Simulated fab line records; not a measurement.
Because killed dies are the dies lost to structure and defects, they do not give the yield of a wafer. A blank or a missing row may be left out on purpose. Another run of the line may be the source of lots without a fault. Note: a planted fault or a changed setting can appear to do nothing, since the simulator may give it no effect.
fab line records	flow nand-harc	part 2 of 2: steps 5 to 6 of 6
record lots=24	wafers=72	last-day=33
route steps=1302 shown A_CHANNEL_HOLE_D2@588 A_STAIRCASE@639
lots untouched by any fault: they come from a run of this same line in which no faults occurred
start-h: start of the lot's first displayed wafer, in hours after the record's first day	wait-h: how many hours have passed since the lot's step before this one	" repeats the value in the row above	L1.1+2: one row covering several wafers at once	- either no value or no given start	* or withheld: withheld	< > ~ a bound
route shown NAME@n: names a module that has steps shown in the file, with the first one's number in the route	usual: the fault-free wafers' mean and standard deviation	same: alike in all rows	chamber/n: place in a boat	sites: per-site readings	_std_site: standard deviation across them	_edge_site: outer sites' mean less inner sites'	radius-mm: how far each site lies from the wafer's centre	mask NAME#n: copy n	behind: the last tool/chamber to shape the wafer	hold: reason for holding the lot/hours on hold/outcome of the hold	device: the n, p or np transistor that did not switch	end of line: the route-end tests of the same wafers	a step given without rows: its recipe and nothing more	killed: not the wafer's yield, but the dies lost to structure and defects at the first sort	map: dies across one wafer; x = killed, . = not, _ = none there
set.NAME: the run value of the setting; set.NAME@STEP: its run value at that earlier step	model.NAME: the simulator's own value behind a step, which no gauge read
a sample of lots followed through the steps of the route, with each step as a table and each wafer as a row
services: from which hour (start-h, from the record's first day; less than 0 if before it) a tool's chamber was out of use, for how many hours, and why
## steps
# step NHARC_A_STAIRCASE_DEP_156
# recipe target-thk-a=500	temp-c=400	target-thk-nm=50	flow-sccm=200	rf-w=450	material=SiNx
# usual heater-power-w=696/66
lot.wafer	tool	chamber	start-h	wait-h	heater-power-w
L074.3	pecvd-01	1	347.80	0.1	737
L074.4	"	1	"	"	737
L074.6	"	2	"	"	760
L075.1	pecvd-04	1	351.21	0.1	830
L075.2	"	2	"	"	606
L075.4	"	2	"	"	621
L076.2	pecvd-01	1	370.71	0.1	701
L076.5	"	0	"	"	769
L076.4	"	1	"	"	699
L077.1	pecvd-03	0	380.65	0.1	691
L077.5	"	1	"	"	686
L077.6	"	2	"	"	659
L078.1	pecvd-01	0	383.14	0.1	844
L078.4	"	1	"	"	708
L078.6	"	2	"	"	800
L079.2	pecvd-03	1	398.55	0.1	674
L079.6	"	1	"	"	688
L079.4	"	2	"	"	595
L080.3	pecvd-01	0	398.57	0.1	807
L080.5	"	0	"	"	794
L080.6	"	1	"	"	700
L081.4	pecvd-04	1	420.27	0.1	718
L081.6	"	2	"	"	552
L081.5	"	0	"	"	655
L082.2	pecvd-01	0	432.19	0.1	689
L082.4	"	2	"	"	720
L082.5	"	0	"	"	712
L083.2	pecvd-04	2	432.27	0.1	578
L083.4	"	2	"	"	575
L083.6	"	0	"	"	677
L084.1	pecvd-01	0	453.14	0.1	853
L084.2	"	1	"	"	747
L084.4	"	2	"	"	736
L085.3	pecvd-01	0	453.33	0.2	750
L085.6	"	0	"	"	761
L085.4	"	1	"	"	702
L086.1	pecvd-03	0	470.07	0.1	762
L086.2	"	1	"	"	637
L086.6	"	0	"	"	789
L087.2	pecvd-03	2	474.95	0.1	687
L087.3	"	0	"	"	710
L087.6	"	0	"	"	708
L089.3	pecvd-03	0	493.63	0.1	715
L089.4	"	0	"	"	740
L089.5	"	2	"	"	667
L088.2	pecvd-04	1	493.82	0.3	704
L088.4	"	2	"	"	592
L088.5	"	0	"	"	652
L090.1	pecvd-03	0	514.85	0.1	716
L090.5	"	2	"	"	604
L090.6	"	1	"	"	680
L091.2	pecvd-01	1	514.87	0.1	725
L091.6	"	1	"	"	718
L091.4	"	2	"	"	677
L092.2	pecvd-01	2	536.42	0.1	669
L092.3	"	0	"	"	726
L092.5	"	2	"	"	676
L093.1	pecvd-03	0	536.58	0.1	729
L093.2	"	1	"	"	660
L093.4	"	1	"	"	692
L094.2	pecvd-01	2	548.18	0.1	680
L094.5	"	1	"	"	667
L094.6	"	0	"	"	773
L095.3	pecvd-04	1	561.48	0.1	719
L095.5	"	1	"	"	715
L095.6	"	2	"	"	630
L096.6	pecvd-04	2	569.93	0.1	523
L096.4	"	0	"	"	635
L096.5	"	1	"	"	720
L097.3	pecvd-01	1	575.77	0.1	660
L097.5	"	1	"	"	666
L097.6	"	0	"	"	816
# step NHARC_A_STAIRCASE_ETCH_169
# recipe target-depth-a=500	time-s=107.1	ion-energy-ev=120	ch3f-flow-sccm=50	o2-flow-sccm=30	ar-flow-sccm=200	rf-w=500	bias-w=100	chemistry=CH3F/O2
# usual drypump-motor-current-A=5.6/0.46	oes-product-au=0.964/0.016	rf-vpp-V=244.5/1.4	showerhead-plenum-p-Torr=2.46/0.086	throttle-valve-pct=20.662/0.009
lot.wafer	tool	chamber	start-h	wait-h	drypump-motor-current-A	oes-product-au	rf-hours-counter-h	rf-vpp-V	showerhead-plenum-p-Torr	throttle-valve-pct
L074.3	rie-diel-03	3	348.86	0.1	5.7	0.972	18	246.9	2.65	20.660
L074.4	"	2	"	"	4.8	0.991	18	245.2	2.41	20.684
L074.6	"	3	"	"	5.7	0.973	-	246.2	2.65	20.655
L075.2	rie-diel-09	1	352.16	0.1	5.7	0.955	10	244.7	2.44	20.670
L075.4	"	2	"	"	5.5	0.958	10	246.2	2.52	20.660
L075.1	"	3	"	"	6.6	0.980	10	244.7	2.47	20.652
L076.4	rie-diel-03	3	371.92	0.2	5.7	0.955	27	247.4	2.65	20.650
L076.2	"	1	"	"	6.1	0.943	28	243.6	2.43	20.673
L076.5	"	2	"	"	4.8	0.936	-	243.3	2.41	20.673
L077.1	rie-diel-08	1	381.57	0.1	5.6	0.966	1	245.8	2.62	20.660
L077.6	"	2	"	"	5.7	0.960	-	245.1	2.34	20.658
L077.5	"	3	"	"	5.0	0.954	-	245.3	2.51	20.662
L078.1	rie-diel-03	2	384.22	0.1	4.8	0.959	30	244.1	2.41	20.660
L078.4	"	3	"	"	5.7	0.966	31	246.7	2.65	20.659
L078.6	"	2	"	"	4.8	0.966	-	244.7	2.41	20.650
L080.3	rie-diel-09	0	399.64	0.1	5.7	0.946	24	243.6	2.42	20.667
L080.5	"	1	"	"	5.7	0.969	-	245.5	2.44	20.659
L080.6	"	2	"	"	5.5	0.958	-	244.2	2.52	20.640
L079.4	rie-diel-03	3	399.78	0.1	5.6	0.975	35	246.9	2.65	20.666
L079.2	"	1	"	"	6.1	0.966	35	243.1	2.43	20.668
L079.6	"	2	"	"	4.8	0.979	-	243.7	2.41	20.663
L081.4	rie-diel-08	1	421.24	0.1	5.6	0.968	13	246.4	2.61	20.666
L081.5	"	1	"	"	5.6	0.949	-	245.9	2.61	20.665
L081.6	"	2	"	"	5.7	0.975	-	243.4	2.34	20.657
L082.2	rie-diel-08	3	433.19	0.1	5.0	0.963	20	245.5	2.50	20.655
L082.4	"	0	"	"	5.6	0.964	15	245.0	2.50	20.660
L082.5	"	3	"	"	5.0	0.960	-	244.8	2.50	20.677
L083.2	rie-diel-08	0	433.37	0.1	5.6	0.946	15	245.7	2.50	20.657
L083.4	"	1	"	"	5.6	0.938	16	248.1	2.61	20.674
L083.6	"	3	"	"	5.0	0.963	-	242.6	2.50	20.667
L084.2	rie-diel-09	3	454.21	0.1	6.6	0.982	46	245.1	2.46	20.653
L084.4	"	0	"	"	5.8	0.959	38	244.6	2.41	20.662
L084.1	"	2	"	"	5.5	0.956	47	244.7	2.51	20.663
L085.3	rie-diel-03	2	454.37	0.1	4.8	0.993	47	244.0	2.40	20.669
L085.4	"	0	"	"	5.3	0.984	45	244.6	2.39	20.648
L085.6	"	3	"	"	5.6	0.976	-	248.1	2.64	20.659
L086.1	rie-diel-09	2	471.01	0.1	5.5	0.946	53	244.5	2.51	20.667
L086.2	"	3	"	"	6.6	0.959	51	244.5	2.45	20.671
L086.6	"	2	"	"	5.5	0.938	-	246.0	2.51	20.686
L087.3	rie-diel-03	2	475.99	0.1	4.8	0.974	3	243.0	2.40	20.671
L087.2	"	1	"	"	6.1	0.968	3	244.2	2.42	20.673
L087.6	"	3	"	"	5.7	0.996	-	246.0	2.64	20.638
L089.4	rie-diel-03	3	494.72	0.2	5.7	0.966	8	246.5	2.63	20.657
L089.3	"	0	"	"	5.3	0.969	8	243.5	2.38	20.663
L089.5	"	1	"	"	6.2	0.948	-	243.3	2.41	20.659
L088.2	rie-diel-03	3	494.88	0.1	5.6	0.954	8	246.4	2.63	20.665
L088.4	"	0	"	"	5.3	0.982	8	242.3	2.38	20.666
L088.5	"	2	"	"	4.8	0.947	-	245.1	2.40	20.658
L090.1	rie-diel-09	0	515.76	0.1	5.7	0.981	2	244.9	2.41	20.661
L090.6	"	0	"	"	5.7	0.989	-	242.3	2.41	20.668
L090.5	"	1	"	"	5.7	0.954	-	244.3	2.42	20.658
L091.4	rie-diel-09	3	515.93	0.1	6.6	0.951	2	245.7	2.45	20.681
L091.2	"	0	"	"	5.8	0.961	2	243.3	2.41	20.675
L091.6	"	3	"	"	6.6	0.951	-	244.0	2.45	20.671
L092.2	rie-diel-08	3	537.37	0.1	5.0	0.988	54	244.3	2.48	20.656
L092.3	"	0	"	"	5.6	0.959	53	244.3	2.48	20.645
L092.5	"	3	"	"	5.0	0.978	-	243.5	2.48	20.665
L093.4	rie-diel-08	1	537.66	0.1	5.6	0.983	51	246.9	2.60	20.671
L093.1	"	2	"	"	5.7	0.971	52	241.5	2.32	20.670
L093.2	"	3	"	"	5.0	0.969	54	244.1	2.49	20.661
L094.2	rie-diel-09	0	549.25	0.1	5.8	0.948	14	243.7	2.40	20.655
L094.5	"	1	"	"	5.7	0.947	-	244.4	2.42	20.663
L094.6	"	2	"	"	5.4	0.954	-	247.2	2.50	20.643
L095.3	rie-diel-08	3	562.43	0.1	5.0	0.950	2	244.6	2.48	20.672
L095.6	"	0	"	"	5.6	0.976	-	244.5	2.48	20.659
L095.5	"	1	"	"	5.5	0.983	-	245.3	2.59	20.657
L096.4	rie-diel-03	2	570.80	0.1	4.8	0.967	39	242.8	2.38	20.677
L096.5	"	0	"	"	5.3	0.987	-	243.7	2.37	20.670
L096.6	"	1	"	"	6.1	0.958	-	242.7	2.40	20.654
L097.3	rie-diel-09	2	576.74	0.1	5.5	0.960	27	244.1	2.49	20.660
L097.5	"	0	"	"	5.7	0.939	-	242.4	2.40	20.655
L097.6	"	1	"	"	5.7	0.929	-	242.8	2.41	20.645
## services
tool	chamber	start-h	hours	kind
rie-diel-03	-	281.56	9.0	pm
rie-diel-01	0	283.85	4.8	repair
pecvd-01	0	290.70	8.9	repair
rie-diel-03	0	294.78	38.2	repair
rie-diel-03	3	303.46	1.5	repair
rie-diel-06	-	307.31	9.0	pm
pecvd-01	-	311.00	13.0	pm
rie-diel-09	0	317.77	5.8	repair
rie-diel-09	-	322.47	9.0	pm
rie-diel-04	-	354.95	9.0	pm
rie-diel-04	1	367.20	4.5	repair
rie-diel-04	3	376.19	2.7	repair
har-etch-02	-	378.94	17.0	pm
rie-diel-01	-	380.89	9.0	pm
rie-diel-06	3	388.72	7.3	repair
rie-diel-03	2	432.20	15.3	repair
rie-diel-06	3	434.02	18.0	repair
rie-diel-04	0	454.39	13.4	repair
rie-diel-01	0	457.96	8.7	repair
rie-diel-03	-	458.56	9.0	pm
rie-diel-06	2	469.29	1.2	repair
pecvd-01	-	492.00	13.0	pm
pecvd-01	0	525.36	4.0	repair
pecvd-01	-	572.28	1.3	repair
